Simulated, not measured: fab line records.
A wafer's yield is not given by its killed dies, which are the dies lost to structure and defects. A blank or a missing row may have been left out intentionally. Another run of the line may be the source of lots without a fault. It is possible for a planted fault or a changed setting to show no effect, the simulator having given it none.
A lot that was struck, set against a sound lot	flow n5_finfet	15 out of 1938 route steps
Sound: these wafers, L161.1, L161.2, L161.6. Struck: wafer L173.5; the same lot's L173.1 was not struck, so it is left out; see the end for the cause.
Per side, at each step with rows, come the tool, then ch with its chambers, and then its first start. Under that, the readings that differ: sound wafers	struck wafers	difference of the means	sigmas: that difference in standard deviations of wafers without a fault.
alike: a reading whose means differ by less than 2 such deviations, as well as words and numbers matching on both sides. not compared: withheld readings; readings where some wafer has no value; bounds like >300 that might hide an equal value; numbers whose values overlap and for which the record gives no deviation.
Wherever a step has rows on one side only, a row that says differs or no value, or a row with sigmas, the two part there. Numbers that have no deviation but don't overlap get no sigmas and don't part them. Lack of a reading on every wafer of one side parts them only where that side has two or more wafers.

first, 7 steps without rows for these wafers: N5_BEOL_M2_COAT_76 (time 60 s, resist thk 5 nm); N5_BEOL_M2_COAT_22 (resist thk 30 nm); N5_BEOL_M2_EBR_24; N5_BEOL_M2_SOFTBAKE_23 (time 60 s); N5_BEOL_M2_EXPOSE_25 (exposes mask V1, defocus 5 nm); N5_BEOL_M2_PEB_26 (peb time 60 s); N5_BEOL_M2_DEVELOP_27 (develop time 30 s).
N5_BEOL_M2_CD_MEAS_28: target cd 26.2 nm, target cd y 24.1 nm.
  sound on cd_sem-01 ch 0, day 8 16:58; struck on cd_sem-01 ch 0, day 12 03:16
  alike: cd_nm
N5_BEOL_M2_OVL_MEAS_29:
  sound on overlay-01 ch 0, day 8 16:59; struck on overlay-01 ch 0, day 12 03:18
  alike: V1_OVL
N5_BEOL_M2_INSPECT_30: inspects for defects (brightfield).
  sound on defect_inspect-01, day 8 17:03; struck on defect_inspect-02, day 12 03:22
reading	sound	struck	difference	sigmas
raw_defect_count	323 422 305	802	+452	+5
N5_BEOL_M2_DESCUM_33: chemistry O2, time 7 s.
  sound on rie_diel-04 ch 0,3, day 8 17:05; struck on rie_diel-06 ch 3, day 12 03:23
  alike: drypump_motor_current_A, oes_product_au, rf_vpp_V, showerhead_plenum_p_Torr, throttle_valve_pct
  not compared: rf_hours_counter_h
N5_BEOL_M2_ETCH_77: etches underlayer in N2/H2, target depth 6.5 nm, time 5.2 s.
  sound on rie_diel-04 ch 0,3, day 8 17:08; struck on rie_diel-06 ch 3, day 12 03:26
  alike: bias_w, drypump_motor_current_A, etch_rf_on_time_s, h2_flow_sccm, oes_product_au, rf_vpp_V, showerhead_plenum_p_Torr, throttle_valve_pct
  not compared: rf_hours_counter_h
N5_BEOL_M2_ETCH_69: etches SiARC in CF4, target depth 15.6 nm, time 26 s.
  sound on rie_diel-04 ch 0,3, day 8 17:09; struck on rie_diel-06 ch 3, day 12 03:27
reading	sound	struck	difference	sigmas
etch_rf_on_time_s (s)	26.4 26.5 26.2	17.9	-8.5	-13
oes_product_au (a.u.)	0.66 0.61 0.62	0.99	+0.36	+4
  alike: bias_w, drypump_motor_current_A, rf_vpp_V, showerhead_plenum_p_Torr, throttle_valve_pct
  not compared: rf_hours_counter_h
N5_BEOL_M2_ALD_98: deposits SiO2, target thk 2.5 nm, pulse time 1 s, co reactant pulse time 1 s.
  sound on ald_sin-01 ch 0,2,3, day 8 17:26; struck on ald_sin-02 ch 0, day 12 03:49
  alike: chamber_pressure_Torr, heater_power_w, precursor_pulse_height_rel
N5_BEOL_M4_RC_MEAS_101:
  sound on prober-01 ch 0, day 9 18:53; struck on prober-01 ch 0, day 13 07:30
reading	sound	struck	difference	sigmas
DIBL_N (mV/V)	32.9 35.5 33.6	38.0	+4.0	+2
  alike: DIBL_P, IOFF_N, IOFF_P, ION_N, ION_P, SS_N, SS_P, VT_N, VT_P

WHERE THEY PART
First at N5_BEOL_M2_INSPECT_30; last, within this record, at N5_BEOL_M4_RC_MEAS_101.

WHY: what had been put in by the simulator
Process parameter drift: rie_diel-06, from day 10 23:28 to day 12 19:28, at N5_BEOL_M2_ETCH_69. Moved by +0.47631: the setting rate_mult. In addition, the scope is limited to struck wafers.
